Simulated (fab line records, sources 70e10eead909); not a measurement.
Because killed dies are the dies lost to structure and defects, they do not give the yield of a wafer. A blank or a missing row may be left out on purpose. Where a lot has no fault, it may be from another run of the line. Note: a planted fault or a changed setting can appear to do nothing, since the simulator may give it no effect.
Which tool did it? ; flow nand harc ; route of 1159 steps, sampled at 1 step: 6 lots, 18 wafers

## WHAT THE GAUGES SHOWED, per wafer
NHARC_P_ZERO_WELL_CD_MEAS_37: target cd 720 nm.
lot;measured;on;cd nm (nm)
L462;day 2 04:05;cd sem-02;721.0 719.7 721.8
L464;day 2 16:14;cd sem-03;720.2 717.8 724.3
L466;day 3 04:07;cd sem-03;721.4 718.7 717.5
L476;day 5 16:07;cd sem-02;719.4 719.2 717.0
L478;day 6 04:18;cd sem-03;722.1 720.5 722.3
L480;day 6 16:08;cd sem-03;720.7 718.9 719.3

## EACH LOT AND THE TOOL THAT RAN IT (in order: tool; ch and the chambers of the sampled wafers; start)
The record holds no process step before these readings.

## THE ANSWER, worked out from the rows above alone
Rule: the lots themselves supply what counts as usual. The widest of any qualifying gaps counts: lots, ordered by their means at a reading, are off when they make up no more than a third of the lots, leave a main group of 4 or more, and stand apart from it by 3 or more times the standard deviation of that group's means. A main group is skipped when, at the precision printed for the reading in the tables above, its means are all equal. A lot without any number at a reading at which 4 lots or more have one is off too. Any other lot the step has rows for is counted as sound.
No lot is off at any reading shown: from this, nothing can be told.

## WHAT WAS PUT IN BY THE SIMULATOR
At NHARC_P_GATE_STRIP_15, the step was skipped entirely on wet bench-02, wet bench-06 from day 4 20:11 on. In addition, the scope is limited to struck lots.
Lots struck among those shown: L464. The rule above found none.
